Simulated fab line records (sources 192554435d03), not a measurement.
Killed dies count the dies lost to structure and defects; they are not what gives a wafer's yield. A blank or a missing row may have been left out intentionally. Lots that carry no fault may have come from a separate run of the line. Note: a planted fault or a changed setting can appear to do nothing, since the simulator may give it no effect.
Lot-split experiment ; flow n5_finfet ; 39 wafers read across 7 lots, on a route 1938 steps long

== THE SPLIT ITSELF ==
At N5_DUMMY_GATE_EXPOSE_12 (exposes mask GATE, target cd 25 nm), the setting dose_mj was moved away from the recipe's 34 on 15 of the 39 wafers read, by -7.2% to +5.0%. All remaining wafers had this setting at the recipe value.

== FROM THE SPLIT TO THE READING: what the file shows between them, 4 steps ==
- N5_DUMMY_GATE_PEB_13: peb time 60 s
- N5_DUMMY_GATE_DEVELOP_14: develop time 30 s
- N5_DUMMY_GATE_STRIP_38: strips in N2/H2
- N5_DUMMY_GATE_STRIP_39: strips in N2/H2

== THE READING ==
DUMMY_GATE.cd_nm (the simulator's own value, which no gauge read), in nm, at N5_DUMMY_GATE_TRIM_49 (chemistry O2, time 29 s, target cd 14 nm). The file does not state a usual value for it. Here, 24 wafers ran the recipe; their average is 13.9 nm with a standard deviation of 0.28 nm.

wafer;tool, chamber at the split;dose_mj as run;against the recipe;DUMMY_GATE.cd_nm, nm;against lot-mates on the recipe
L076.1;euv_scanner-02, 0;34;recipe;14.2;-
L076.2;euv_scanner-02, 0;34;recipe;14;-
L076.3;euv_scanner-02, 0;35.71;+5.0%;13.4;-0.5
L076.4;euv_scanner-02, 0;35.71;+5.0%;13.4;-0.5
L076.5;euv_scanner-02, 0;34;recipe;13.6;-
L076.6;euv_scanner-02, 0;35.71;+5.0%;13;-0.9
L081.1;euv_scanner-01, 0;32.45;-4.6%;14.6;+0.5
L081.2;euv_scanner-01, 0;34;recipe;14;-
L081.6;euv_scanner-01, 0;34;recipe;14;-
L081.3;euv_scanner-01, 0;32.45;-4.6%;15.2;+1.1
L081.4;euv_scanner-01, 0;32.45;-4.6%;14.8;+0.7
L081.5;euv_scanner-01, 0;34;recipe;14.2;-
L082.1;euv_scanner-02, 0;34;recipe;13.8;-
L082.2;euv_scanner-02, 0;34;recipe;14.2;-
L082.3;euv_scanner-02, 0;34;recipe;14.2;-
L082.6;euv_scanner-02, 0;34;recipe;14.2;-
L082.4;euv_scanner-02, 0;34;recipe;13.6;-
L082.5;euv_scanner-02, 0;34;recipe;13.6;-
L085.1;euv_scanner-01, 0;34;recipe;13.8;-
L085.3;euv_scanner-01, 0;34;recipe;13.8;-
L085.6;euv_scanner-01, 0;34;recipe;13.8;-
L085.2;euv_scanner-01, 0;31.55;-7.2%;15.2;+1.4
L085.4;euv_scanner-01, 0;31.55;-7.2%;15.4;+1.6
L085.5;euv_scanner-01, 0;31.55;-7.2%;15.6;+1.8
L086.1;euv_scanner-01, 0;33.26;-2.2%;14.2;+0.5
L086.2;euv_scanner-01, 0;34;recipe;14;-
L086.6;euv_scanner-01, 0;34;recipe;14;-
L086.3;euv_scanner-01, 0;34;recipe;13.2;-
L086.4;euv_scanner-01, 0;33.26;-2.2%;14.6;+0.9
L086.5;euv_scanner-01, 0;33.26;-2.2%;14;+0.3
L091.1;euv_scanner-02, 0;34;recipe;13.4;-
L091.2;euv_scanner-02, 0;34;recipe;14.4;-
L091.3;euv_scanner-02, 0;32.42;-4.6%;15.2;+1.2
L091.4;euv_scanner-02, 0;32.42;-4.6%;15;+1.0
L091.5;euv_scanner-02, 0;34;recipe;14.2;-
L091.6;euv_scanner-02, 0;32.42;-4.6%;14.8;+0.8
L092.2;euv_scanner-01, 0;34;recipe;13.8;-
L092.4;euv_scanner-01, 0;34;recipe;13.8;-
L092.5;euv_scanner-01, 0;34;recipe;14;-

THE FIT
A straight line over all 39 wafers: DUMMY_GATE.cd_nm changes by -0.189 nm for each +1% of dose_mj; r = -0.89; the points scatter about the line by 0.28 nm.
The same after taking each lot's own level away (the mean of its wafers on the recipe; 39 wafers): -0.19 nm for each +1%; r = -0.90; scatter 0.27 nm.
On that fit, the largest move of dose_mj shifts the reading by 1.4 nm.
From 13.73 to 14.07 nm: that is the span of the lots' own levels, equal to 1.2 times the standard deviation above.
So the lot-to-lot level changes the slope little: the two slopes agree.
Check: with one of the wafers moved furthest among these (-7.2%) left out of the fit, the line predicts +1.43 nm for it against its lot-mates. Against them it came out at +1.4 nm.

== FURTHER SPLITS ON THESE WAFERS ==
Before the reading, these wafers also passed through other splits. Each is held against what the fit with the lots' levels taken away leaves over:
other split on the same wafers;wafers away from the commonest value;r with DUMMY_GATE.cd_nm (lot level and that fit taken away)
N5_FIN_SAQP_ETCH_52 source_w;15;+0.07

== FILE'S OWN FIT ==
DUMMY_GATE.cd_nm changes by -0.196 nm for each +1% of dose_mj, r = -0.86.
